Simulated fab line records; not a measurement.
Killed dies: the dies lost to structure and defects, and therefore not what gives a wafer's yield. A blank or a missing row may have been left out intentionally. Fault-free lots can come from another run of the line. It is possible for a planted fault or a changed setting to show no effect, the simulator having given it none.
Lot-split experiment / flow n5_finfet / route with 1938 steps; 7 lots, 21 wafers read

== THE SPLIT ITSELF ==
At N5_BEOL_M1_COAT_05 (resist thk 30 nm), the setting spin_rpm was moved away from the recipe's 1500 rpm on 5 of the 21 wafers read, by -9.6% to +9.6%. For the rest of the wafers, this setting stayed at what the recipe calls for.

The reading is taken at the split's own step.

== THE READING ==
CAR-EUV_of_BEOL_M1_COAT_05.thk_nm (the simulator's own value, which no gauge read), in nm, at N5_BEOL_M1_COAT_05 (resist thk 30 nm). The file does not state a usual value for it. The 16 wafers here that ran the recipe average 30.0 nm, standard deviation 0.11 nm.

wafer=L075.2; tool, chamber at the split=litho_track-05, 0; spin_rpm as run, rpm=1500; against the recipe=recipe; CAR-EUV_of_BEOL_M1_COAT_05.thk_nm, nm=29.8; against lot-mates on the recipe=-
wafer=L075.4; tool, chamber at the split=litho_track-05, 0; spin_rpm as run, rpm=1616; against the recipe=+7.7%; CAR-EUV_of_BEOL_M1_COAT_05.thk_nm, nm=28.8; against lot-mates on the recipe=-1.0
wafer=L075.6; tool, chamber at the split=litho_track-05, 0; spin_rpm as run, rpm=1616; against the recipe=+7.7%; CAR-EUV_of_BEOL_M1_COAT_05.thk_nm, nm=28.8; against lot-mates on the recipe=-1.0
wafer=L076.2; tool, chamber at the split=litho_track-03, 0; spin_rpm as run, rpm=1500; against the recipe=recipe; CAR-EUV_of_BEOL_M1_COAT_05.thk_nm, nm=30; against lot-mates on the recipe=-
wafer=L076.4; tool, chamber at the split=litho_track-03, 0; spin_rpm as run, rpm=1500; against the recipe=recipe; CAR-EUV_of_BEOL_M1_COAT_05.thk_nm, nm=30; against lot-mates on the recipe=-
wafer=L076.6; tool, chamber at the split=litho_track-03, 0; spin_rpm as run, rpm=1644; against the recipe=+9.6%; CAR-EUV_of_BEOL_M1_COAT_05.thk_nm, nm=28.6; against lot-mates on the recipe=-1.4
wafer=L079.1; tool, chamber at the split=litho_track-03, 0; spin_rpm as run, rpm=1411; against the recipe=-5.9%; CAR-EUV_of_BEOL_M1_COAT_05.thk_nm, nm=30.8; against lot-mates on the recipe=+0.8
wafer=L079.4; tool, chamber at the split=litho_track-03, 0; spin_rpm as run, rpm=1500; against the recipe=recipe; CAR-EUV_of_BEOL_M1_COAT_05.thk_nm, nm=30; against lot-mates on the recipe=-
wafer=L079.6; tool, chamber at the split=litho_track-03, 0; spin_rpm as run, rpm=1500; against the recipe=recipe; CAR-EUV_of_BEOL_M1_COAT_05.thk_nm, nm=30; against lot-mates on the recipe=-
wafer=L083.2; tool, chamber at the split=litho_track-03, 0; spin_rpm as run, rpm=1356; against the recipe=-9.6%; CAR-EUV_of_BEOL_M1_COAT_05.thk_nm, nm=31.6; against lot-mates on the recipe=+1.4
wafer=L083.4; tool, chamber at the split=litho_track-03, 0; spin_rpm as run, rpm=1500; against the recipe=recipe; CAR-EUV_of_BEOL_M1_COAT_05.thk_nm, nm=30.2; against lot-mates on the recipe=-
wafer=L083.5; tool, chamber at the split=litho_track-03, 0; spin_rpm as run, rpm=1500; against the recipe=recipe; CAR-EUV_of_BEOL_M1_COAT_05.thk_nm, nm=30.2; against lot-mates on the recipe=-
wafer=L087.1; tool, chamber at the split=litho_track-03, 0; spin_rpm as run, rpm=1500; against the recipe=recipe; CAR-EUV_of_BEOL_M1_COAT_05.thk_nm, nm=30; against lot-mates on the recipe=-
wafer=L087.5; tool, chamber at the split=litho_track-03, 0; spin_rpm as run, rpm=1500; against the recipe=recipe; CAR-EUV_of_BEOL_M1_COAT_05.thk_nm, nm=30; against lot-mates on the recipe=-
wafer=L087.6; tool, chamber at the split=litho_track-03, 0; spin_rpm as run, rpm=1500; against the recipe=recipe; CAR-EUV_of_BEOL_M1_COAT_05.thk_nm, nm=30; against lot-mates on the recipe=-
wafer=L092.1; tool, chamber at the split=litho_track-03, 0; spin_rpm as run, rpm=1500; against the recipe=recipe; CAR-EUV_of_BEOL_M1_COAT_05.thk_nm, nm=30; against lot-mates on the recipe=-
wafer=L092.5; tool, chamber at the split=litho_track-03, 0; spin_rpm as run, rpm=1500; against the recipe=recipe; CAR-EUV_of_BEOL_M1_COAT_05.thk_nm, nm=30; against lot-mates on the recipe=-
wafer=L092.6; tool, chamber at the split=litho_track-03, 0; spin_rpm as run, rpm=1500; against the recipe=recipe; CAR-EUV_of_BEOL_M1_COAT_05.thk_nm, nm=30; against lot-mates on the recipe=-
wafer=L096.2; tool, chamber at the split=litho_track-05, 0; spin_rpm as run, rpm=1500; against the recipe=recipe; CAR-EUV_of_BEOL_M1_COAT_05.thk_nm, nm=29.8; against lot-mates on the recipe=-
wafer=L096.3; tool, chamber at the split=litho_track-05, 0; spin_rpm as run, rpm=1500; against the recipe=recipe; CAR-EUV_of_BEOL_M1_COAT_05.thk_nm, nm=29.8; against lot-mates on the recipe=-
wafer=L096.4; tool, chamber at the split=litho_track-05, 0; spin_rpm as run, rpm=1500; against the recipe=recipe; CAR-EUV_of_BEOL_M1_COAT_05.thk_nm, nm=30; against lot-mates on the recipe=-

THE FIT
A straight line over all 21 wafers: CAR-EUV_of_BEOL_M1_COAT_05.thk_nm changes by -0.153 nm for each +1% of spin_rpm; r = -0.99; the points scatter about the line by 0.11 nm.
The same after taking each lot's own level away (the mean of its wafers on the recipe; 21 wafers): -0.139 nm for each +1%; r = -1.00; scatter 0.049 nm.
That fit puts the effect of the largest move of spin_rpm on the reading at 1.3 nm.
The lots' own levels span 29.80 to 30.20 nm, that is 3.6 times the standard deviation above.
Hence the slope depends on the lot-to-lot level, as the two fits are not the same.
Check: -1.3 nm against its lot-mates is what the line predicts for one of the wafers moved furthest among these (+9.6%) when that wafer is left out of the fit. Against them it came out at -1.4 nm.

== THESE WAFERS: OTHER SPLITS ==
Other splits were also applied to these wafers ahead of the reading. Each is held against what the fit with the lots' levels taken away leaves over:
other split on the same wafers=N5_BEOL_M0_SAQP_SPACER2_ALD_26 target_thk_a; wafers away from the commonest value=6; r with CAR-EUV_of_BEOL_M1_COAT_05.thk_nm (lot level and that fit taken away)=+0.08
other split on the same wafers=N5_BEOL_M0_SAQP_COAT_87 temp_c; wafers away from the commonest value=8; r with CAR-EUV_of_BEOL_M1_COAT_05.thk_nm (lot level and that fit taken away)=+0.21
other split on the same wafers=N5_BEOL_M1_HM_DEP_02 target_thk_a; wafers away from the commonest value=8; r with CAR-EUV_of_BEOL_M1_COAT_05.thk_nm (lot level and that fit taken away)=+0.23

== FILE'S OWN FIT ==
CAR-EUV_of_BEOL_M1_COAT_05.thk_nm changes by -0.141 nm for each +1% of spin_rpm, r = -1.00.
